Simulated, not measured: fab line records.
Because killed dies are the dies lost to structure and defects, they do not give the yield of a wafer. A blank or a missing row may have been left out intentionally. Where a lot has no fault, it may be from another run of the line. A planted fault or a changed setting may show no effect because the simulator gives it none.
Matching of chambers / flow nandHarc / NHARC_P_ZERO_WELL_ETCH_63 on rieSi-04: 4 sister chambers
The step etches the open film in HBr/Cl2, target depth 120 nm, time 40.1 s. 20 wafers are shown with their chamber, then 10 later ones without.

## WAFERS, EACH WITH ITS CHAMBER
wafer=L079.1; chamber=2; drypumpMotorCurrentA (A)=5.0; oesProductAu (a.u.)=0.982; biasW (W)=100.17
wafer=L079.3; chamber=3; drypumpMotorCurrentA (A)=6.4; oesProductAu (a.u.)=1.003; biasW (W)=100.06
wafer=L079.4; chamber=1; drypumpMotorCurrentA (A)=5.9; oesProductAu (a.u.)=1.001; biasW (W)=100.06
wafer=L081.1; chamber=1; drypumpMotorCurrentA (A)=5.9; oesProductAu (a.u.)=0.996; biasW (W)=100.67
wafer=L081.2; chamber=0; drypumpMotorCurrentA (A)=6.1; oesProductAu (a.u.)=0.985; biasW (W)=100.36
wafer=L081.6; chamber=2; drypumpMotorCurrentA (A)=5.0; oesProductAu (a.u.)=0.994; biasW (W)=99.96
wafer=L082.1; chamber=0; drypumpMotorCurrentA (A)=6.1; oesProductAu (a.u.)=0.998; biasW (W)=100.00
wafer=L082.4; chamber=3; drypumpMotorCurrentA (A)=6.4; oesProductAu (a.u.)=1.002; biasW (W)=100.04
wafer=L082.5; chamber=1; drypumpMotorCurrentA (A)=5.9; oesProductAu (a.u.)=0.992; biasW (W)=100.06
wafer=L083.4; chamber=3; drypumpMotorCurrentA (A)=6.4; oesProductAu (a.u.)=1.007; biasW (W)=99.74
wafer=L083.5; chamber=2; drypumpMotorCurrentA (A)=5.0; oesProductAu (a.u.)=0.995; biasW (W)=100.24
wafer=L083.6; chamber=1; drypumpMotorCurrentA (A)=5.8; oesProductAu (a.u.)=0.996; biasW (W)=100.16
wafer=L085.1; chamber=1; drypumpMotorCurrentA (A)=5.9; oesProductAu (a.u.)=0.992; biasW (W)=99.98
wafer=L085.2; chamber=3; drypumpMotorCurrentA (A)=6.4; oesProductAu (a.u.)=1.004; biasW (W)=100.25
wafer=L085.6; chamber=1; drypumpMotorCurrentA (A)=5.8; oesProductAu (a.u.)=0.988; biasW (W)=100.43
wafer=L088.1; chamber=1; drypumpMotorCurrentA (A)=5.9; oesProductAu (a.u.)=0.994; biasW (W)=99.77
wafer=L088.3; chamber=2; drypumpMotorCurrentA (A)=5.0; oesProductAu (a.u.)=1.001; biasW (W)=100.40
wafer=L088.5; chamber=0; drypumpMotorCurrentA (A)=6.1; oesProductAu (a.u.)=1.012; biasW (W)=100.45
wafer=L092.2; chamber=2; drypumpMotorCurrentA (A)=5.0; oesProductAu (a.u.)=1.001; biasW (W)=100.42
wafer=L092.5; chamber=3; drypumpMotorCurrentA (A)=6.3; oesProductAu (a.u.)=1.006; biasW (W)=99.64

SIGNATURES (means of the wafers above)
reading=drypumpMotorCurrentA; chamber 0=6.100; chamber 1=5.871; chamber 2=5.000; chamber 3=6.380; scatter within a chamber=0.0373
reading=oesProductAu; chamber 0=0.99833; chamber 1=0.99414; chamber 2=0.99460; chamber 3=1.00440; scatter within a chamber=0.00673
reading=biasW; chamber 0=100.2700; chamber 1=100.1614; chamber 2=100.2380; chamber 3=99.9460; scatter within a chamber=0.255
Rule: a wafer's distance from a chamber is the root of the sum, over the readings, of the square of ((its reading less the chamber's mean) divided by the reading's scatter). If the next closest chamber is less than 2 further off than the closest, the wafer can't be placed; otherwise it belongs to the closest. The scatter is the square root of a quotient: the sum, over the shown wafers, of each reading's squared deviation from its chamber's mean, divided by wafers minus chambers.

## WAFERS MISSING THEIR CHAMBER
wafer=L092.6; drypumpMotorCurrentA (A)=6.1; oesProductAu (a.u.)=1.003; biasW (W)=99.48
wafer=L095.1; drypumpMotorCurrentA (A)=5.8; oesProductAu (a.u.)=0.986; biasW (W)=99.93
wafer=L095.2; drypumpMotorCurrentA (A)=6.3; oesProductAu (a.u.)=0.996; biasW (W)=100.39
wafer=L095.3; drypumpMotorCurrentA (A)=6.1; oesProductAu (a.u.)=1.000; biasW (W)=99.52
wafer=L096.1; drypumpMotorCurrentA (A)=5.8; oesProductAu (a.u.)=0.991; biasW (W)=99.82
wafer=L096.2; drypumpMotorCurrentA (A)=6.4; oesProductAu (a.u.)=0.995; biasW (W)=99.88
wafer=L096.6; drypumpMotorCurrentA (A)=6.1; oesProductAu (a.u.)=1.003; biasW (W)=100.73
wafer=L097.1; drypumpMotorCurrentA (A)=6.1; oesProductAu (a.u.)=0.997; biasW (W)=99.64
wafer=L097.2; drypumpMotorCurrentA (A)=6.3; oesProductAu (a.u.)=1.001; biasW (W)=100.41
wafer=L097.3; drypumpMotorCurrentA (A)=5.0; oesProductAu (a.u.)=0.993; biasW (W)=99.95

## WHICH CHAMBER EACH WENT THROUGH
wafer=L092.6; from the rows above=0; in truth=0
wafer=L095.1; from the rows above=1; in truth=1
wafer=L095.2; from the rows above=3; in truth=3
wafer=L095.3; from the rows above=0; in truth=0
wafer=L096.1; from the rows above=1; in truth=1
wafer=L096.2; from the rows above=3; in truth=3
wafer=L096.6; from the rows above=0; in truth=0
wafer=L097.1; from the rows above=0; in truth=0
wafer=L097.2; from the rows above=3; in truth=3
wafer=L097.3; from the rows above=2; in truth=2
10 of 10 placed correctly. Number that these rows cannot place: 0. Number placed wrongly: 0.
